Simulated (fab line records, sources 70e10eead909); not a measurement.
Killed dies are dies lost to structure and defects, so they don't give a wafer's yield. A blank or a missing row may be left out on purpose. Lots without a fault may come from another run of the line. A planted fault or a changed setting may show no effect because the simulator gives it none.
fab line records | flow nand_harc | part 1 of 2: steps 1 to 27 of 36
record lots=5 wafers=15 last_day=34
route steps=1302 shown P_CONTACT@239 P_M0@253
lots that met no fault: from a run of the same line without faults
start_h: hours from the record's first day to the start of the lot's first wafer shown | wait_h: hours since the lot's step before | " the same as in the row above | L1.1+2: a row that stands for several wafers | - no value, or no start given | * or withheld: withheld | < > ~ a bound
route shown NAME@n: a module of which the file shows steps, and the number in the route of the first | usual: mean/standard deviation of fault-free wafers | same: alike in all rows | chamber/n: place in a boat | sites: the reading at each site | _std_site: their standard deviation | _edge_site: outer sites' mean less inner sites' | radius_mm: how far each site lies from the wafer's centre | mask NAME#n: copy n | behind: the tool/chamber that last shaped the wafer | hold: why the lot was held/for how many hours/how that ended | device: the transistor (n, p or np) that didn't switch | end of line: the same wafers' tests at the end of the route | a step without rows: its recipe alone | killed: dies lost to structure and defects at the first sort, not the wafer's yield | map: a wafer's dies, x killed, . not, _ none there
set.NAME: the setting as run; set.NAME@STEP: as run at that earlier step | model.NAME: the simulator's own value behind a step, which no gauge read
lots at some steps of the route; a table a step, a row a wafer
services: from which hour (start_h, from the record's first day; less than 0 if before it) a tool's chamber was out of use, for how many hours, and why
## steps
# step NHARC_P_CONTACT_STRIP_37
# recipe c4f8_flow_sccm=withheld o2_flow_sccm=8 ar_flow_sccm=withheld bias_w=0 chemistry=C4F8/O2/Ar
# columns lot.wafer tool chamber start_h wait_h
L079.2+4+1 rie_diel-07 1,2,3 - -
L084.2+4+1 rie_diel-12 3,0,1 - -
L093.4+2+5 rie_diel-07 1,2,3 - -
L096.4+6+5 rie_diel-12 3,3,0 - -
L097.1+3+5 rie_diel-07 3,1,3 - -
# step NHARC_P_CONTACT_ETCH_31
# recipe target_depth_a=300 time_s=85.7 ion_energy_ev=120 over_etch_frac=1 ch3f_flow_sccm=50 o2_flow_sccm=30 ar_flow_sccm=200 rf_w=500 bias_w=100 chemistry=CH3F/O2
# usual drypump_motor_current_A=5.5/0.37 o2_flow_sccm=30.00/0.086 oes_product_au=0.983/0.013 rf_vpp_V=245.1/1.5 showerhead_plenum_p_Torr=2.51/0.088 throttle_valve_pct=20.662/0.0091
# columns lot.wafer tool chamber start_h wait_h drypump_motor_current_A o2_flow_sccm oes_product_au rf_hours_counter_h rf_vpp_V showerhead_plenum_p_Torr throttle_valve_pct
L079.1 rie_diel-07 2 - - 5.3 30.01 0.990 1.4 246.4 2.62 20.656
L079.2 " 3 " " 5.5 29.97 0.980 1.1 247.0 2.64 20.673
L079.4 " 0 " " 5.3 30.07 0.971 1.2 247.1 2.56 20.651
L084.2 rie_diel-12 1 - - 5.7 29.84 0.982 3.4 245.4 2.59 20.656
L084.4 " 3 " " 5.7 29.89 0.987 3.5 244.1 2.49 20.659
L084.1 " 0 " " 5.0 29.96 0.983 3.2 241.9 2.34 20.671
L093.2 rie_diel-07 0 - - 5.3 29.93 1.006 0.5 244.8 2.56 20.670
L093.4 " 3 " " 5.4 30.05 0.998 0.5 247.0 2.64 20.666
L093.5 " 0 " " 5.3 29.97 1.011 - 245.2 2.56 20.659
L096.4 rie_diel-12 2 - - 5.9 29.92 0.959 2.9 246.1 2.50 20.663
L096.5 " 2 " " 5.9 29.97 0.965 - 245.3 2.50 20.658
L096.6 " 3 " " 5.7 29.87 0.971 - 244.1 2.49 20.677
L097.1 rie_diel-07 1 - - 5.1 30.07 0.985 1.5 244.4 2.52 20.656
L097.3 " 2 " " 5.3 30.01 0.993 1.6 244.8 2.62 20.651
L097.5 " 2 " " 5.3 30.09 0.985 - 247.1 2.62 20.659
# step NHARC_P_CONTACT_CD_MEAS_19
# usual cd_nm=88.1/2.4
# columns lot.wafer tool chamber start_h wait_h cd_nm
L079.1 cd_sem-01 - 167.15 - 88.4
L079.2 " - " " 83.8
L079.4 " - " " 87.4
L084.1 cd_sem-01 - 218.87 - 86.5
L084.2 " - " " 87.5
L084.4 " - " " 86.3
L093.2 cd_sem-02 - 309.73 - 84.2
L093.4 " - " " 84.9
L093.5 " - " " 91.4
L096.4 cd_sem-03 - 340.66 - 87.4
L096.5 " - " " 88.1
L096.6 " - " " 90.0
L097.1 cd_sem-02 - 351.51 - 88.6
L097.3 " - " " 86.4
L097.5 " - " " 86.8
# step NHARC_P_CONTACT_STRIP_28
# recipe o2_flow_sccm=500 ar_flow_sccm=0 bias_w=0 chemistry=O2
# usual drypump_motor_current_A=5.5/0.38 o2_flow_sccm=499.9/1.4 oes_product_au=1.003/0.012 rf_vpp_V=58.0/0.86 showerhead_plenum_p_Torr=3.61/0.12 throttle_valve_pct=17.037/0.0079
# columns lot.wafer tool chamber start_h wait_h drypump_motor_current_A o2_flow_sccm oes_product_au rf_hours_counter_h rf_vpp_V showerhead_plenum_p_Torr throttle_valve_pct
L079.2 rie_diel-12 1 167.23 0.1 5.7 498.6 1.001 2.3 59.2 3.71 17.041
L079.1 " 2 " " 5.9 499.3 1.004 2.3 59.7 3.59 17.042
L079.4 " 3 " " 5.7 498.2 1.002 2.1 57.3 3.58 17.034
L084.2 rie_diel-07 0 218.94 0.1 5.4 499.6 1.007 2.4 57.5 3.67 17.033
L084.4 " 1 " " 5.1 501.9 0.983 2.7 58.3 3.61 17.023
L084.1 " 3 " " 5.5 498.9 1.014 2.0 58.9 3.78 17.035
L093.2 rie_diel-12 0 309.82 0.1 5.0 500.4 1.007 1.6 57.4 3.37 17.045
L093.4 " 0 " " 5.0 501.2 0.994 - 57.6 3.37 17.045
L093.5 " 2 " " 5.9 499.2 1.005 - 58.2 3.59 17.027
L096.4 rie_diel-03 0 340.73 0.1 6.3 503.1 1.022 2.3 57.3 3.45 17.039
L096.6 " 0 " " 6.3 503.5 1.028 - 58.3 3.45 17.046
L096.5 " 1 " " 5.3 498.4 1.007 - 56.5 3.58 17.020
L097.1 rie_diel-12 0 351.62 0.1 5.0 500.9 0.992 2.7 56.9 3.37 17.036
L097.3 " 1 " " 5.7 498.6 1.022 1.9 59.5 3.71 17.033
L097.5 " 3 " " 5.7 500.4 0.992 - 57.2 3.57 17.029
# step NHARC_P_CONTACT_STRIP_29
# recipe time_s=1200 temp_c=72.5 chemistry=post_etch_residue_remover
# usual bath_guard_temp_C=72.6/0.39
# columns lot.wafer tool chamber start_h wait_h bath_guard_temp_C
L079.4 wet_bench-02 5 167.42 - 72.5
L079.1 " 7 " " 72.7
L079.2 " 1 " " 72.7
L084.4 wet_bench-07 4 219.15 - 72.4
L084.1 " 5 " " 72.3
L084.2 " 7 " " 73.0
L093.5 wet_bench-07 2 310.02 0.1 72.3
L093.4 " 6 " " 72.3
L093.2 " 7 " " 73.5
L096.4 wet_bench-02 1 340.92 - 72.5
L096.6 " 2 " " 73.0
L096.5 " 3 " " 72.2
L097.1 wet_bench-02 0 351.77 - 72.1
L097.5 " 1 " " 72.9
L097.3 " 3 " " 72.8
# step NHARC_P_CONTACT_DEGAS_38
# recipe temp_c=300 time_s=60
# usual heater_power_w=494/48
# columns lot.wafer tool chamber start_h wait_h heater_power_w
L079.1 pvd_sputter-02 - 167.86 - 582
L079.4 " - " " 560
L079.2 " - " " 477
L084.4 pvd_sputter-01 - 219.59 - 555
L084.2 " - " " 534
L084.1 " - " " 448
L093.4 pvd_sputter-02 - 310.49 - 562
L093.2 " - " " 533
L093.5 " - " " 470
L096.4 pvd_sputter-02 - 341.37 - 548
L096.6 " - " " 498
L096.5 " - " " 540
L097.1 pvd_sputter-01 - 352.23 - 530
L097.3 " - " " 451
L097.5 " - " " 540
# step NHARC_P_CONTACT_PRE_CLEAN_39
# recipe time_s=19.5 bias_v=250 gas=Ar
# columns lot.wafer tool chamber start_h wait_h
L079.1+2+4 pvd_sputter-02 - - -
L084.1+4+2 pvd_sputter-01 - - -
L093.4+2+5 pvd_sputter-02 - - -
L096.4+6+5 pvd_sputter-02 - - -
L097.1+3+5 pvd_sputter-01 - - -
# step NHARC_P_CONTACT_PVD_32
# recipe target_thk_a=50 chamber_pressure_pa=5 power_w=5000 substrate_temp_c=200 time_s=17.7 material=Ti
# usual chamber_pressure_pa=5.001/0.011 throttle_valve_pct=30.2/0.66
# columns lot.wafer tool chamber start_h wait_h chamber_pressure_pa throttle_valve_pct
L079.1 pvd_sputter-02 - - - 4.985 30.1
L079.2 " - " " 4.989 30.2
L079.4 " - " " 5.005 29.7
L084.2 pvd_sputter-01 - - - 4.987 31.0
L084.1 " - " " 4.981 30.4
L084.4 " - " " 5.000 30.1
L093.2 pvd_sputter-02 - - - 4.984 30.6
L093.4 " - " " 5.004 29.1
L093.5 " - " " 5.010 30.5
L096.4 pvd_sputter-02 - - - 5.005 29.3
L096.5 " - " " 5.003 29.6
L096.6 " - " " 4.980 30.1
L097.3 pvd_sputter-01 - - - 5.003 30.0
L097.1 " - " " 5.008 30.7
L097.5 " - " " 4.993 30.6
# step NHARC_P_CONTACT_ALD_22
# recipe target_thk_a=30 pulse_time_s=1 ald_cycles=150 temp_c=450 material=TiN
# usual heater_power_w=1091/99 precursor_pulse_height_rel=1.001/0.017
# same ald_cycles=150
# columns lot.wafer tool chamber start_h wait_h heater_power_w precursor_pulse_height_rel
L079.2 ald_metal-04 1 168.10 - 999 0.995
L079.1 " 2 " " 1108 0.993
L079.4 " 2 " " 1117 0.990
L084.2 ald_metal-02 0 219.83 - 1132 1.022
L084.4 " 1 " " 1150 1.004
L084.1 " 3 " " 1254 0.997
L093.2 ald_metal-01 1 310.74 - 901 0.984
L093.4 " 2 " " 1174 0.974
L093.5 " 0 " " 1052 1.032
L096.4 ald_metal-02 1 341.67 - 1113 0.997
L096.5 " 2 " " 973 0.977
L096.6 " 3 " " 1230 1.033
L097.1 ald_metal-04 3 352.49 - 1081 0.981
L097.3 " 1 " " 939 1.020
L097.5 " 3 " " 1102 0.992
# step NHARC_P_CONTACT_CVD_23
# recipe target_thk_a=2000 temp_c=300 pressure_torr=40 wf6_flow_sccm=40 h2_flow_sccm=1600 ar_flow_sccm=1560 time_s=557 material=W
# usual heater_power_w=488/27 mfc_wf6_sccm=40.01/0.13 throttle_valve_pct=7.87/0.28
# columns lot.wafer tool chamber start_h wait_h heater_power_w mfc_wf6_sccm throttle_valve_pct
L079.2 cvd_w-01 0 - - 503 39.93 7.79
L079.1 " 1 " " 540 40.11 8.27
L079.4 " 1 " " 527 40.08 8.39
L084.2 cvd_w-01 1 - - 520 40.00 8.14
L084.1 " 0 " " 520 40.14 7.76
L084.4 " 1 " " 518 39.93 8.22
L093.2 cvd_w-02 1 - - 477 40.18 7.73
L093.4 " 0 " " 484 40.26 7.68
L093.5 " 1 " " 463 40.05 7.77
L096.4 cvd_w-02 0 - - 481 40.15 7.81
L096.6 " 1 " " 472 39.89 7.62
L096.5 " 0 " " 481 40.25 7.87
L097.1 cvd_w-02 0 - - 496 40.02 7.89
L097.3 " 1 " " 474 40.13 7.91
L097.5 " 1 " " 462 40.24 8.00
# step NHARC_P_CONTACT_CMP_24
# recipe t_overpolish_s=30 target_thk_nm=200
# usual motor_current_A=11.8/1.1 overpolish_run_s=30.001/0.0095 time_to_endpoint_s=39.7/2.7
# columns lot.wafer tool chamber start_h wait_h motor_current_A overpolish_run_s time_to_endpoint_s
L079.4 cmp-01 0 168.99 0.3 10.4 29.994 39.3
L079.1 " 2 " " 13.0 29.997 40.3
L079.2 " 3 " " 11.6 30.000 40.1
L084.4 cmp-02 3 220.68 0.4 10.9 29.990 38.9
L084.1 " 0 " " 14.7 29.995 43.3
L084.2 " 2 " " 12.3 30.011 44.6
L093.4 cmp-02 3 311.57 0.4 10.7 30.012 40.2
L093.2 " 2 " " 11.6 30.019 41.3
L093.5 " 0 " " 13.8 29.992 41.9
L096.4 cmp-01 1 342.48 0.3 10.5 30.013 35.9
L096.5 " 0 " " 10.5 30.000 39.4
L096.6 " 1 " " 10.8 30.001 36.8
L097.3 cmp-01 1 353.32 0.4 10.9 29.994 37.4
L097.1 " 3 " " 11.6 30.001 40.5
L097.5 " 1 " " 10.7 29.991 37.8
# step NHARC_P_CONTACT_SRD_26
# columns lot.wafer tool chamber start_h wait_h
L079.4+2+1 wet_bench-03 7,0,1 169.32 0.0
L084.1+4+2 wet_bench-02 4,5,7 221.00 0.0
L093.4+2+5 wet_bench-03 3,4,6 311.90 0.0
L096.4+5+6 wet_bench-03 1,2,5 342.78 0.0
L097.3+1+5 wet_bench-07 7,0,4 353.63 0.0
# step NHARC_P_CONTACT_INSPECT_27
# usual raw_defect_count=304/120
# columns lot.wafer tool chamber start_h wait_h raw_defect_count
L079.1 defect_inspect-01 - 169.39 0.1 270
L079.2 " - " " 328
L079.4 " - " " 294
L084.1 defect_inspect-02 - 221.08 0.1 235
L084.2 " - " " 502
L084.4 " - " " 285
L093.2 defect_inspect-01 - 311.97 0.1 374
L093.4 " - " " 370
L093.5 " - " " 468
L096.4 defect_inspect-02 - 342.86 0.1 252
L096.5 " - " " 423
L096.6 " - " " 252
L097.1 defect_inspect-01 - 353.72 0.1 215
L097.3 " - " " 343
L097.5 " - " " 124
# step NHARC_P_M0_DEP_00
# recipe target_thk_a=1500 target_thk_nm=150 temp_c=withheld pressure_torr=5 flow_sccm=200 rf_w=600 material=SiOC
# columns lot.wafer tool chamber start_h wait_h
L079.1+2+4 pecvd-02 0,1,0 169.46 0.1
L084.2+1+4 pecvd-02 1,2,1 221.15 0.1
L093.2+5+4 pecvd-02 0,2,0 312.13 0.2
L096.4+5+6 pecvd-02 1,2,0 343.06 0.2
L097.3+1+5 pecvd-01 1,2,0 353.78 0.1
# step NHARC_P_M0_DEHYDRATE_01
# recipe temp_c=150 time_s=120
# columns lot.wafer tool chamber start_h wait_h
L079.1+2+4 litho_track-06 0 169.86 -
L084.1+2+4 litho_track-01 0 221.54 -
L093.2+4+5 litho_track-04 0 312.45 -
L096.4+5+6 litho_track-01 0 343.33 -
L097.1+3+5 litho_track-04 0 354.19 -
# step NHARC_P_M0_HMDS_02
# recipe time_s=30
# columns lot.wafer tool chamber start_h wait_h
L079.1+2+4 litho_track-06 0 - -
L084.1+2+4 litho_track-01 0 - -
L093.2+4+5 litho_track-04 0 - -
L096.4+5+6 litho_track-01 0 - -
L097.1+3+5 litho_track-04 0 - -
# step NHARC_P_M0_COAT_33
# recipe temp_c=200 time_s=65
# columns lot.wafer tool chamber start_h wait_h
L079.1+2+4 litho_track-06 0 - -
L084.1+2+4 litho_track-01 0 - -
L093.2+4+5 litho_track-04 0 - -
L096.4+5+6 litho_track-01 0 - -
L097.1+3+5 litho_track-04 0 - -
# step NHARC_P_M0_COAT_03
# recipe spin_rpm=1500 resist_thk_nm=90
# columns lot.wafer tool chamber start_h wait_h
L079.1+2+4 litho_track-06 0 - -
L084.1+2+4 litho_track-01 0 - -
L093.2+4+5 litho_track-04 0 - -
L096.4+5+6 litho_track-01 0 - -
L097.1+3+5 litho_track-04 0 - -
# step NHARC_P_M0_SOFTBAKE_04
# recipe temp_c=105 time_s=55
# columns lot.wafer tool chamber start_h wait_h
L079.1+2+4 litho_track-06 0 - -
L084.1+2+4 litho_track-01 0 - -
L093.2+4+5 litho_track-04 0 - -
L096.4+5+6 litho_track-01 0 - -
L097.1+3+5 litho_track-04 0 - -
# step NHARC_P_M0_EBR_05
# columns lot.wafer tool chamber start_h wait_h
L079.1+2+4 litho_track-06 0 - -
L084.1+2+4 litho_track-01 0 - -
L093.2+4+5 litho_track-04 0 - -
L096.4+5+6 litho_track-01 0 - -
L097.1+3+5 litho_track-04 0 - -
# step NHARC_P_M0_EXPOSE_06
# recipe na=1.35 target_cd_nm=90 dose_mj=81.28 mask_id=P_M0
# usual exposure_dose_mJ_cm2=81.28/0.077 reticle_temp_C=23.03/0.1
# columns lot.wafer tool chamber start_h wait_h mask exposure_dose_mJ_cm2 reticle_temp_C
L079.1 arfi_scanner-01 0 170.16 - P_M0#0 81.30 22.95
L079.2 " 0 " " P_M0#0 81.16 23.22
L079.4 " 0 " " P_M0#0 81.22 23.10
L084.1 arfi_scanner-01 0 221.71 - P_M0#0 81.31 23.22
L084.2 " 0 " " P_M0#0 81.14 23.05
L084.4 " 0 " " P_M0#0 81.33 23.08
L093.2 arfi_scanner-01 0 312.74 - P_M0#0 81.29 22.89
L093.4 " 0 " " P_M0#0 81.36 22.98
L093.5 " 0 " " P_M0#0 81.20 22.92
L096.4 arfi_scanner-03 0 343.50 - P_M0#0 81.28 23.22
L096.5 " 0 " " P_M0#0 81.20 23.03
L096.6 " 0 " " P_M0#0 81.33 23.18
L097.1 arfi_scanner-01 0 354.48 - P_M0#0 81.19 22.99
L097.3 " 0 " " P_M0#0 81.20 23.11
L097.5 " 0 " " P_M0#0 81.10 23.09
# step NHARC_P_M0_PEB_07
# recipe peb_temp_c=100 peb_time_s=65
# columns lot.wafer tool chamber start_h wait_h
L079.1+2+4 litho_track-04 0 170.22 0.1
L084.1+2+4 litho_track-06 0 221.77 0.1
L093.2+4+5 litho_track-06 0 312.80 0.1
L096.4+5+6 litho_track-06 0 343.55 0.0
L097.1+3+5 litho_track-01 0 354.54 0.1
# step NHARC_P_M0_DEVELOP_08
# recipe develop_time_s=35 dev_temp_c=23
# columns lot.wafer tool chamber start_h wait_h
L079.1+2+4 litho_track-04 0 - -
L084.1+2+4 litho_track-06 0 - -
L093.2+4+5 litho_track-06 0 - -
L096.4+5+6 litho_track-06 0 - -
L097.1+3+5 litho_track-01 0 - -
# step NHARC_P_M0_CD_MEAS_09
# recipe target_cd_nm=90 landing_energy_ev=500
# usual cd_nm=90.0/0.76
# columns lot.wafer tool chamber start_h wait_h cd_nm
L079.1 cd_sem-03 0 170.30 - 89.7
L079.2 " 0 " " 88.6
L079.4 " 0 " " 89.3
L084.1 cd_sem-01 0 221.85 - 89.4
L084.2 " 0 " " 91.3
L084.4 " 0 " " 90.2
L093.2 cd_sem-02 0 312.88 - 90.0
L093.4 " 0 " " 90.8
L093.5 " 0 " " 89.6
L096.4 cd_sem-02 0 343.64 - 90.9
L096.5 " 0 " " 89.2
L096.6 " 0 " " 89.6
L097.1 cd_sem-03 0 354.62 - 90.8
L097.3 " 0 " " 91.2
L097.5 " 0 " " 90.7
# step NHARC_P_M0_OVL_MEAS_10
# recipe pitch_nm=180
# usual overlay_x_nm=0.1/0.78 overlay_y_nm=-0.1/0.63
# columns lot.wafer tool chamber start_h wait_h overlay_x_nm overlay_y_nm
L079.1 overlay-01 - 170.39 - 0.0 -0.6
L079.2 " - " " -0.2 -0.3
L079.4 " - " " -0.2 -0.5
L084.1 overlay-02 - 221.93 - 0.1 -0.4
L084.2 " - " " 1.1 -0.1
L084.4 " - " " 0.5 -0.2
L093.2 overlay-01 - 312.96 - 1.3 -0.4
L093.4 " - " " 0.8 -0.3
L093.5 " - " " 1.3 -1.0
L096.4 overlay-02 - 343.72 - 0.3 -1.5
L096.5 " - " " 0.2 -0.5
L096.6 " - " " 0.2 -1.2
L097.1 overlay-01 - 354.71 - 1.2 0.2
L097.3 " - " " 0.6 0.5
L097.5 " - " " 0.9 1.0
# step NHARC_P_M0_INSPECT_11
# usual raw_defect_count=4.7/2.8
# columns lot.wafer tool chamber start_h wait_h raw_defect_count
L079.1 defect_inspect-01 - 170.42 0.0 0
L079.2 " - " " 7
L079.4 " - " " 3
L084.1 defect_inspect-01 - 221.97 0.0 3
L084.2 " - " " 2
L084.4 " - " " 6
L093.2 defect_inspect-01 - 313.00 0.0 9
L093.4 " - " " 5
L093.5 " - " " 9
L096.4 defect_inspect-01 - 343.76 0.0 5
L096.5 " - " " 3
L096.6 " - " " 7
L097.1 defect_inspect-01 - 354.74 0.0 4
L097.3 " - " " 2
L097.5 " - " " 4
# step NHARC_P_M0_DESCUM_14
# recipe time_s=3 o2_flow_sccm=200 ar_flow_sccm=0 bias_power_w=0 chemistry=O2
# usual drypump_motor_current_A=5.6/0.36 o2_flow_sccm=200.0/0.66 oes_product_au=0.997/0.014 rf_vpp_V=57.6/0.9 showerhead_plenum_p_Torr=1.86/0.088 throttle_valve_pct=11.310/0.0095
# columns lot.wafer tool chamber start_h wait_h drypump_motor_current_A o2_flow_sccm oes_product_au rf_hours_counter_h rf_vpp_V showerhead_plenum_p_Torr throttle_valve_pct
L079.1 rie_diel-05 3 170.49 0.1 5.4 199.3 0.996 19 57.7 1.88 11.318
L079.2 " 0 " " 6.0 199.7 0.998 19 57.2 1.78 11.317
L079.4 " 1 " " 6.2 201.6 0.991 16 55.7 1.77 11.317
L084.1 rie_diel-04 2 222.04 0.1 5.6 199.8 0.989 7 56.8 1.80 11.300
L084.4 " 3 " " 6.2 200.8 0.999 10 58.5 1.84 11.314
L084.2 " 0 " " 5.7 200.3 1.017 10 58.1 2.05 11.293
L093.4 rie_diel-05 1 313.06 0.1 6.2 199.3 1.033 13 57.2 1.76 11.323
L093.2 " 0 " " 6.0 199.5 0.995 16 57.0 1.77 11.309
L093.5 " 1 " " 6.2 200.3 1.015 - 56.8 1.76 11.305
L096.4 rie_diel-05 1 343.83 0.1 6.2 200.6 1.027 18 57.1 1.76 11.308
L096.6 " 0 " " 6.0 199.7 0.975 - 57.1 1.77 11.319
L096.5 " 1 " " 6.2 201.5 1.022 - 56.8 1.76 11.314
L097.1 rie_diel-04 2 354.82 0.1 5.6 200.4 0.981 52 58.0 1.78 11.330
L097.3 " 1 " " 5.4 199.5 1.006 - 59.3 1.89 11.312
L097.5 " 2 " " 5.6 199.0 0.983 - 58.4 1.78 11.314
